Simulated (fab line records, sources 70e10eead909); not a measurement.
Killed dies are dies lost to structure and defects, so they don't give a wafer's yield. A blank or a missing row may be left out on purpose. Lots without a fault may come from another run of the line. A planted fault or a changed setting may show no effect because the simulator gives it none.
fab line records | flow nand_harc | part 1 of 2: steps 1 to 3 of 6
record lots=24 wafers=72 last_day=33
route steps=1302 shown P_M1@299 P_M2@331
lots that met no fault: from a run of the same line without faults
start_h: hours from the record's first day to the start of the lot's first wafer shown | wait_h: hours since the lot's step before | " the same as in the row above | L1.1+2: a row that stands for several wafers | - no value, or no start given | * or withheld: withheld | < > ~ a bound
route shown NAME@n: a module of which the file shows steps, and the number in the route of the first | usual: mean/standard deviation of fault-free wafers | same: alike in all rows | chamber/n: place in a boat | sites: the reading at each site | _std_site: their standard deviation | _edge_site: outer sites' mean less inner sites' | radius_mm: how far each site lies from the wafer's centre | mask NAME#n: copy n | behind: the tool/chamber that last shaped the wafer | hold: why the lot was held/for how many hours/how that ended | device: the transistor (n, p or np) that didn't switch | end of line: the same wafers' tests at the end of the route | a step without rows: its recipe alone | killed: dies lost to structure and defects at the first sort, not the wafer's yield | map: a wafer's dies, x killed, . not, _ none there
set.NAME: the setting as run; set.NAME@STEP: as run at that earlier step | model.NAME: the simulator's own value behind a step, which no gauge read
steps of the route over a sample of lots; a table a step, a row a wafer
services: from which hour (start_h, from the record's first day; less than 0 if before it) a tool's chamber was out of use, for how many hours, and why
## steps
# step NHARC_P_M1_ETCH_35
# recipe target_depth_a=400 overetch_a=120 time_s=43.94 ion_energy_ev=200 n2_flow_sccm=150 h2_flow_sccm=150 ar_flow_sccm=0 rf_w=400 bias_w=150 chemistry=N2/H2
# usual drypump_motor_current_A=5.9/0.35 oes_product_au=1.003/0.011 rf_vpp_V=431.4/2.4 showerhead_plenum_p_Torr=2.07/0.076 throttle_valve_pct=14.171/0.0089
# columns lot.wafer tool chamber start_h wait_h drypump_motor_current_A oes_product_au rf_hours_counter_h rf_vpp_V showerhead_plenum_p_Torr throttle_valve_pct
L074.1 rie_diel-03 2 135.81 0.1 6.6 0.999 1.1 429.9 2.05 14.167
L074.4 " 0 " " 5.7 1.008 1.3 433.3 2.11 14.168
L074.6 " 2 " " 6.6 0.997 - 431.7 2.05 14.165
L075.1 rie_diel-10 1 137.07 0.1 5.4 1.002 4.1 435.2 2.18 14.182
L075.2 " 2 " " 5.9 1.004 3.6 429.7 2.02 14.160
L075.5 " 0 " " 6.2 0.992 - 426.5 1.97 14.175
L076.2 rie_diel-10 1 155.44 0.1 5.4 0.989 5.2 434.7 2.18 14.169
L076.1 " 2 " " 5.9 0.990 4.6 428.4 2.02 14.176
L076.3 " 3 " " 5.8 1.021 5.6 433.8 2.15 14.160
L078.2 rie_diel-03 3 168.42 0.1 5.4 0.998 3.4 431.9 2.12 14.181
L078.5 " 2 " " 6.6 0.999 - 431.1 2.05 14.164
L078.6 " 3 " " 5.4 1.005 - 432.8 2.12 14.172
L077.1 rie_diel-03 2 168.87 0.2 6.6 0.995 3.3 431.1 2.05 14.171
L077.2 " 0 " " 5.7 1.021 3.4 433.2 2.11 14.163
L077.5 " 2 " " 6.6 0.992 - 430.0 2.05 14.173
L079.1 rie_diel-10 2 181.27 0.1 5.9 0.996 6.7 430.0 2.02 14.178
L079.5 " 1 " " 5.4 1.000 - 433.9 2.18 14.168
L079.6 " 2 " " 5.9 0.989 - 428.7 2.02 14.160
L081.3 rie_diel-03 0 194.55 0.1 5.7 1.015 6.0 432.5 2.11 14.167
L081.2 " 1 " " 5.9 0.990 5.9 428.3 1.99 14.165
L081.6 " 1 " " 5.9 0.991 - 430.5 1.99 14.170
L080.3 rie_diel-03 3 196.73 0.1 5.5 1.004 6.0 432.5 2.12 14.179
L080.4 " 1 " " 6.0 0.995 6.0 427.1 1.99 14.166
L080.6 " 3 " " 5.5 1.005 - 434.5 2.12 14.169
L082.1 rie_diel-10 1 210.07 0.1 5.4 0.987 8.3 434.1 2.18 14.174
L082.2 " 3 " " 5.8 1.014 8.9 434.3 2.15 14.157
L082.6 " 1 " " 5.4 0.994 - 434.2 2.18 14.173
L083.1 rie_diel-03 3 216.97 0.1 5.4 1.012 7.2 431.2 2.12 14.181
L083.2 " 0 " " 5.7 1.015 7.3 433.8 2.11 14.167
L083.6 " 1 " " 5.9 1.008 - 429.4 1.99 14.161
L084.3 rie_diel-10 2 234.87 0.1 5.9 0.984 9.9 430.1 2.01 14.180
L084.4 " 1 " " 5.4 0.998 9.7 433.8 2.18 14.168
L084.5 " 3 " " 5.8 1.019 - 434.6 2.15 14.176
L085.4 rie_diel-10 2 241.21 0.1 6.0 0.999 9.9 431.0 2.01 14.178
L085.2 " 0 " " 6.2 0.995 9.8 428.5 1.97 14.175
L085.6 " 3 " " 5.8 1.021 - 434.1 2.15 14.178
L086.4 rie_diel-10 0 241.80 0.1 6.2 0.988 9.8 429.7 1.97 14.171
L086.3 " 1 " " 5.4 1.005 9.8 434.2 2.18 14.166
L086.6 " 3 " " 5.8 1.025 - 434.5 2.15 14.173
L087.1 rie_diel-03 2 267.90 0.1 6.6 0.989 11.7 429.4 2.05 14.187
L087.3 " 3 " " 5.4 1.007 12.4 431.3 2.12 14.181
L087.4 " 0 " " 5.7 1.015 12.0 433.0 2.11 14.148
L088.3 rie_diel-03 2 268.83 0.1 6.6 1.004 11.9 429.8 2.05 14.158
L088.1 " 3 " " 5.5 1.015 12.5 432.2 2.11 14.167
L088.4 " 0 " " 5.7 1.017 12.2 433.8 2.11 14.181
L089.4 rie_diel-10 2 273.31 0.1 6.0 1.011 1.8 431.1 2.01 14.173
L089.3 " 3 " " 5.8 0.993 1.5 434.1 2.15 14.162
L089.1 " 0 " " 6.2 1.004 1.9 429.9 1.97 14.155
L090.3 rie_diel-10 0 288.91 0.1 6.2 0.993 2.8 428.7 1.97 14.167
L090.1 " 1 " " 5.4 1.012 3.6 435.5 2.18 14.175
L090.4 " 3 " " 5.8 0.995 2.5 432.3 2.15 14.177
L091.3 rie_diel-10 1 298.91 0.1 5.4 1.012 4.9 434.0 2.18 14.169
L091.5 " 0 " " 6.2 0.994 - 427.2 1.97 14.175
L091.6 " 1 " " 5.4 1.014 - 435.2 2.18 14.179
L092.2 rie_diel-10 3 319.89 0.1 5.8 1.002 5.1 434.3 2.15 14.173
L092.1 " 1 " " 5.4 1.010 6.0 434.6 2.18 14.165
L092.5 " 3 " " 5.8 1.003 - 433.0 2.15 14.172
L093.1 rie_diel-10 3 324.13 0.1 5.8 1.000 5.2 433.8 2.15 14.168
L093.4 " 0 " " 6.2 1.002 5.6 429.6 1.97 14.174
L093.6 " 3 " " 5.8 1.001 - 432.6 2.15 14.175
L094.1 rie_diel-03 0 327.66 0.1 5.7 1.017 3.3 432.1 2.11 14.160
L094.2 " 3 " " 5.4 0.985 2.6 432.2 2.11 14.167
L094.5 " 0 " " 5.7 1.008 - 433.3 2.11 14.166
L095.4 rie_diel-10 3 342.78 0.1 5.8 1.001 6.0 434.6 2.15 14.176
L095.1 " 0 " " 6.2 1.010 6.5 426.8 1.97 14.173
L095.5 " 0 " " 6.1 1.014 - 428.6 1.97 14.186
L096.3 rie_diel-10 2 347.40 0.1 5.9 0.998 6.2 428.7 2.01 14.160
L096.2 " 0 " " 6.2 1.006 7.1 427.7 1.97 14.173
L096.4 " 1 " " 5.4 1.008 8.0 434.4 2.18 14.175
L097.1 rie_diel-03 3 351.70 0.1 5.4 0.976 5.4 434.0 2.11 14.157
L097.3 " 0 " " 5.7 1.025 5.7 431.9 2.11 14.170
L097.6 " 1 " " 6.0 1.009 - 429.9 1.99 14.172
# step NHARC_P_M1_ETCH_15
# recipe target_depth_a=1825 time_s=91.2 c4f8_flow_sccm=withheld ar_flow_sccm=400 rf_w=600 bias_w=300 chemistry=C4F8/Ar
# usual oes_product_au=0.966/0.019 rf_vpp_V=441.8/2.3
# columns lot.wafer tool chamber start_h wait_h oes_product_au rf_hours_counter_h rf_vpp_V
L074.1 rie_diel-03 3 - - 0.966 1.3 441.6
L074.4 " 0 " " 0.985 1.4 441.6
L074.6 " 3 " " 0.965 - 442.3
L075.2 rie_diel-10 3 - - 0.985 4.5 444.0
L075.1 " 2 " " 0.949 3.6 441.5
L075.5 " 0 " " 0.945 - 438.8
L076.3 rie_diel-10 0 - - 0.933 5.7 437.8
L076.2 " 1 " " 0.943 5.2 444.7
L076.1 " 2 " " 0.938 4.6 440.6
L078.2 rie_diel-03 3 - - 0.984 3.4 443.7
L078.5 " 2 " " 0.967 - 441.6
L078.6 " 3 " " 0.978 - 443.3
L077.2 rie_diel-03 1 - - 0.951 3.3 439.9
L077.1 " 2 " " 0.943 3.4 441.5
L077.5 " 0 " " 0.980 - 442.0
L079.1 rie_diel-10 1 - - 0.933 6.9 446.0
L079.6 " 1 " " 0.929 - 444.5
L079.5 " 2 " " 0.911 - 439.9
L081.3 rie_diel-03 2 - - 0.969 5.9 440.8
L081.2 " 3 " " 0.977 6.0 445.0
L081.6 " 2 " " 0.974 - 441.3
L080.4 rie_diel-03 3 - - 0.949 6.1 443.8
L080.3 " 0 " " 0.948 6.2 443.1
L080.6 " 1 " " 0.933 - 439.8
L082.2 rie_diel-10 1 - - 0.956 8.4 444.0
L082.1 " 2 " " 0.972 8.6 438.9
L082.6 " 0 " " 0.941 - 439.1
L083.2 rie_diel-03 2 - - 0.973 6.8 441.0
L083.1 " 0 " " 0.972 7.4 442.8
L083.6 " 1 " " 0.970 - 439.1
L084.4 rie_diel-10 0 - - 0.954 9.7 438.0
L084.3 " 1 " " 0.969 9.7 444.7
L084.5 " 3 " " 0.982 - 445.1
L085.2 rie_diel-10 1 - - 0.984 9.8 444.9
L085.4 " 0 " " 0.973 9.8 438.5
L085.6 " 2 " " 0.958 - 440.6
L086.3 rie_diel-10 2 - - 0.965 10.0 441.0
L086.4 " 3 " " 0.977 10.6 445.3
L086.6 " 1 " " 0.974 - 444.0
L087.4 rie_diel-03 0 - - 0.993 12.0 443.0
L087.3 " 1 " " 0.964 11.4 439.9
L087.1 " 2 " " 0.954 11.8 441.3
L088.4 rie_diel-03 2 - - 0.971 11.9 441.2
L088.3 " 0 " " 0.995 12.2 442.2
L088.1 " 1 " " 0.969 11.6 439.3
L089.1 rie_diel-10 1 - - 0.967 2.3 445.4
L089.4 " 3 " " 0.953 1.6 443.4
L089.3 " 0 " " 0.961 2.0 440.5
L090.1 rie_diel-10 3 - - 0.985 2.6 443.4
L090.4 " 0 " " 0.984 2.8 439.0
L090.3 " 1 " " 0.984 3.7 446.1
L091.3 rie_diel-10 1 - - 0.982 4.9 444.7
L091.5 " 1 " " 0.981 - 444.5
L091.6 " 2 " " 0.969 - 440.1
L092.2 rie_diel-10 1 - - 0.979 6.0 445.8
L092.1 " 2 " " 0.923 4.5 439.9
L092.5 " 1 " " 0.972 - 445.6
L093.4 rie_diel-10 0 - - 0.949 5.6 439.2
L093.1 " 2 " " 0.972 4.6 440.9
L093.6 " 1 " " 0.987 - 446.1
L094.2 rie_diel-03 2 - - 0.981 2.6 441.5
L094.1 " 1 " " 0.985 3.2 438.8
L094.5 " 2 " " 0.974 - 440.9
L095.1 rie_diel-10 1 - - 0.986 7.5 444.3
L095.4 " 3 " " 0.951 6.0 443.0
L095.5 " 1 " " 0.978 - 444.2
L096.2 rie_diel-10 0 - - 0.949 7.1 439.3
L096.3 " 1 " " 0.988 8.0 444.7
L096.4 " 2 " " 0.969 6.2 439.0
L097.3 rie_diel-03 2 - - 0.988 5.7 440.8
L097.1 " 1 " " 0.986 6.0 439.9
L097.6 " 2 " " 0.994 - 441.5
# step NHARC_P_M2_DESCUM_14
# recipe time_s=3 o2_flow_sccm=200 ar_flow_sccm=0 bias_power_w=0 chemistry=O2
# usual drypump_motor_current_A=5.8/0.35 oes_product_au=0.999/0.013 rf_vpp_V=57.5/0.81 showerhead_plenum_p_Torr=1.88/0.084 throttle_valve_pct=11.310/0.01
# columns lot.wafer tool chamber start_h wait_h drypump_motor_current_A oes_product_au rf_hours_counter_h rf_vpp_V showerhead_plenum_p_Torr throttle_valve_pct
L074.1 rie_diel-09 2 139.90 0.1 5.8 1.011 8.9 57.1 1.82 11.304
L074.4 " 3 " " 6.1 1.009 8.1 57.9 1.78 11.317
L074.6 " 1 " " 6.4 1.027 - 58.1 1.98 11.304
L075.1 rie_diel-09 2 141.44 0.1 5.8 1.012 9.0 57.5 1.82 11.295
L075.2 " 3 " " 6.2 1.005 8.3 57.9 1.78 11.330
L075.5 " 2 " " 5.8 1.011 - 57.9 1.82 11.322
L076.2 rie_diel-09 3 159.49 0.1 6.2 1.013 0.5 56.2 1.78 11.321
L076.3 " 1 " " 6.3 1.008 1.0 56.7 1.98 11.316
L076.1 " 2 " " 5.8 0.986 1.0 56.9 1.82 11.293
L078.2 rie_diel-09 2 172.50 0.1 5.8 0.987 2.2 58.5 1.82 11.296
L078.5 " 2 " " 5.8 0.980 - 56.8 1.82 11.314
L078.6 " 3 " " 6.2 1.020 - 55.6 1.78 11.314
L077.1 rie_diel-09 3 173.17 0.1 6.1 1.015 2.1 57.3 1.78 11.290
L077.2 " 0 " " 5.9 1.009 2.0 57.2 1.82 11.311
L077.5 " 3 " " 6.2 1.017 - 57.4 1.78 11.306
L079.1 rie_diel-09 3 185.47 0.1 6.1 1.002 2.3 57.4 1.78 11.305
L079.5 " 2 " " 5.8 0.994 - 57.4 1.82 11.297
L079.6 " 3 " " 6.1 1.021 - 57.6 1.78 11.312
L081.2 rie_diel-12 2 198.49 0.1 5.5 1.014 5.4 57.5 1.88 11.294
L081.3 " 1 " " 5.6 0.981 5.2 57.1 1.99 11.313
L081.6 " 2 " " 5.5 1.023 - 56.8 1.88 11.301
L080.3 rie_diel-12 2 200.85 0.1 5.5 1.005 5.5 57.6 1.88 11.316
L080.4 " 3 " " 5.9 0.986 4.8 57.7 1.84 11.316
L080.6 " 0 " " 5.7 0.997 - 57.1 1.78 11.313
L082.2 rie_diel-13 2 214.13 0.1 6.3 1.015 1.9 57.5 2.02 11.292
L082.1 " 3 " " 5.6 1.000 1.9 57.4 1.85 11.316
L082.6 " 3 " " 5.6 1.002 - 57.0 1.85 11.309
L083.1 rie_diel-13 2 221.10 0.1 6.3 1.011 2.3 57.9 2.02 11.314
L083.2 " 0 " " 4.8 1.004 1.4 57.2 1.95 11.319
L083.6 " 1 " " 5.4 1.002 - 57.5 1.97 11.294
L084.4 rie_diel-09 2 238.91 0.1 5.8 1.008 6.2 56.9 1.82 11.286
L084.3 " 0 " " 5.9 1.016 5.8 56.8 1.82 11.319
L084.5 " 3 " " 6.2 1.023 - 57.6 1.78 11.305
L085.2 rie_diel-12 1 245.30 0.1 5.6 0.986 7.2 56.8 1.99 11.312
L085.4 " 3 " " 5.9 0.994 6.3 56.6 1.84 11.303
L085.6 " 0 " " 5.7 0.998 - 57.3 1.78 11.317
L086.3 rie_diel-09 1 245.91 0.1 6.3 0.998 6.2 58.6 1.98 11.320
L086.4 " 2 " " 5.8 0.998 6.3 58.6 1.82 11.311
L086.6 " 1 " " 6.3 0.997 - 58.7 1.98 11.308
L087.4 rie_diel-13 2 272.16 0.1 6.3 0.990 5.9 57.1 2.01 11.323
L087.1 " 0 " " 4.8 1.004 3.9 56.4 1.95 11.301
L087.3 " 1 " " 5.4 0.997 4.7 58.0 1.96 11.318
L088.3 rie_diel-13 2 273.25 0.1 6.3 1.004 6.0 57.4 2.01 11.317
L088.4 " 0 " " 4.8 0.997 3.9 57.9 1.95 11.308
L088.1 " 1 " " 5.4 0.999 4.8 57.2 1.96 11.299
L089.3 rie_diel-12 2 277.68 0.1 5.5 0.980 0 56.8 1.87 11.319
L089.4 " 3 " " 5.9 0.977 0 56.9 1.84 11.317
L089.1 " 0 " " 5.7 1.009 0 56.1 1.78 11.288
L090.1 rie_diel-12 3 292.86 0.1 5.9 0.986 0.7 57.0 1.84 11.324
L090.3 " 1 " " 5.6 0.992 0.5 58.3 1.99 11.303
L090.4 " 3 " " 5.9 0.982 - 57.9 1.84 11.304
L091.3 rie_diel-12 3 302.99 0.1 5.9 0.985 1.2 57.6 1.84 11.314
L091.5 " 1 " " 5.6 1.000 - 59.6 1.99 11.305
L091.6 " 0 " " 5.7 1.006 - 57.2 1.78 11.328
L092.1 rie_diel-12 0 323.96 0.1 5.7 1.000 1.8 56.8 1.78 11.298
L092.2 " 1 " " 5.6 0.984 1.8 57.5 1.99 11.315
L092.5 " 0 " " 5.7 1.006 - 56.3 1.78 11.311
L093.1 rie_diel-13 0 328.17 0.1 4.8 0.996 6.9 57.7 1.95 11.319
L093.4 " 1 " " 5.4 1.001 8.7 58.6 1.96 11.319
L093.6 " 2 " " 6.3 1.009 - 57.3 2.01 11.312
L094.1 rie_diel-12 3 331.73 0.1 5.9 0.971 2.5 56.7 1.84 11.310
L094.2 " 1 " " 5.6 0.988 2.3 58.6 1.99 11.306
L094.5 " 3 " " 5.9 0.981 - 57.7 1.84 11.325
L095.1 rie_diel-12 2 347.02 0.1 5.5 0.995 0.9 57.9 1.87 11.294
L095.4 " 3 " " 5.9 0.978 2.7 57.1 1.84 11.313
L095.5 " 2 " " 5.5 0.997 - 57.6 1.87 11.297
L096.2 rie_diel-13 1 351.44 0.1 5.4 1.000 0 56.8 1.96 11.305
L096.4 " 2 " " 6.3 0.995 0 56.3 2.01 11.333
L096.3 " 0 " " 4.8 0.997 0 58.7 1.95 11.315
L097.1 rie_diel-09 0 355.74 0.1 5.9 1.003 2.8 56.1 1.81 11.307
L097.3 " 2 " " 5.8 1.009 2.8 57.5 1.82 11.311
L097.6 " 1 " " 6.3 1.004 - 57.9 1.97 11.318
